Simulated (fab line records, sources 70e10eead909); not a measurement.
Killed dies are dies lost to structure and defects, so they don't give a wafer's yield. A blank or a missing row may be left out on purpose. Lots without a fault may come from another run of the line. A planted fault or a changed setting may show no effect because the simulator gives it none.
Which tool did it? | flow nand_harc | 7 lots, 21 wafers sampled, at 1 step of a route of 1302

WHAT THE GAUGES READ, wafer by wafer
NHARC_P_M1_OVL_MEAS_10: pitch 260 nm.
lot  | measured     | on         | overlay_x_nm (nm)
L904 | day 6 22:21  | overlay-02 | 0.8 1.0 0.7
L907 | day 8 07:31  | overlay-01 | 0.3 0.3 0.5
L910 | day 9 10:16  | overlay-02 | -1.1 -0.1 -0.5
L916 | day 12 07:19 | overlay-01 | -0.7 -0.1 -0.7
L920 | day 13 23:38 | overlay-02 | 1.3 1.5 1.8
L923 | day 15 03:45 | overlay-02 | 2.5 1.8 1.6
L925 | day 15 23:02 | overlay-02 | 0.7 0.6 0.8

WHICH TOOL RAN EACH LOT (tool, then ch and the chambers of the sampled wafers, then the start)
The record holds no process step before these readings.

THE ANSWER, worked out from the rows above alone
Rule: what is usual is taken from the lots themselves. Put in order of their means at a reading, lots are off if they are a third of the lots or fewer, leave a main group of 4 or more, and stand apart from it by a gap of 3 or more times the standard deviation of the main group's means; of several such gaps the widest counts. A main group whose means are all the same, to the digits that the tables above print for the reading, isn't used. A lot without any number at a reading at which 4 lots or more have one is off too. The other lots that the step has rows for count as sound.
No lot is off at any reading shown: from this, nothing can be told.

WHAT THE SIMULATOR HAD PUT IN
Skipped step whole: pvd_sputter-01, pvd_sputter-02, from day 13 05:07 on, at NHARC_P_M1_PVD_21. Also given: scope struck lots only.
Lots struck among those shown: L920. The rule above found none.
